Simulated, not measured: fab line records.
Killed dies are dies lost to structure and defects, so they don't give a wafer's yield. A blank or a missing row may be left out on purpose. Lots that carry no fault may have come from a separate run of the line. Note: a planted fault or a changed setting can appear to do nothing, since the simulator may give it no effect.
Chamber matching	flow n5Finfet	rieDiel-03 running N5_BEOL_M14_TRENCH_ETCH_34: 4 sister chambers
The step etches SiO2 in C4F8/O2/Ar, target depth 556.65 nm, time 126.9 s. 8 wafers are shown with their chamber, then 9 later ones without.

## WAFERS WITH THEIR CHAMBER
wafer	chamber	showerheadPlenumPTorr (Torr)	throttleValvePct (%)
L082.4	0	3.64	30.38
L087.5	2	3.33	30.91
L088.1	3	3.57	30.97
L088.2	1	3.31	30.68
L088.6	2	3.33	30.92
L089.1	1	3.31	30.67
L089.3	0	3.63	30.39
L089.5	3	3.57	30.98

## WAFERS WITH NO CHAMBER GIVEN
wafer	showerheadPlenumPTorr (Torr)	throttleValvePct (%)
L090.3	3.31	30.68
L090.4	3.56	30.98
L090.6	3.31	30.68
L091.1	3.31	30.68
L091.3	3.63	30.40
L091.5	3.32	30.92
L095.2	3.56	31.01
L095.3	3.32	30.92
L095.5	3.32	30.96

## THE CHAMBER EACH PASSED THROUGH
wafer	from the rows above	in truth
L090.3	1	1
L090.4	3	3
L090.6	1	1
L091.1	1	1
L091.3	0	0
L091.5	2	2
L095.2	3	3
L095.3	2	2
L095.5	2	2
Correctly placed: 9 of 9. Left unplaced by these rows: 0. Wrongly placed: 0.
How it was worked out, from the rows above alone: a wafer's distance from a chamber is the root of the sum, over the readings, of the square of ((its reading less the chamber's mean) divided by the reading's scatter). The wafer belongs to the nearest chamber; if the next one is less than 2 further off, it can't be placed. For every chamber, the mean is computed from those of its wafers that are shown. The scatter is the square root of a quotient: the sum, over the shown wafers, of each reading's squared deviation from its chamber's mean, divided by wafers minus chambers.
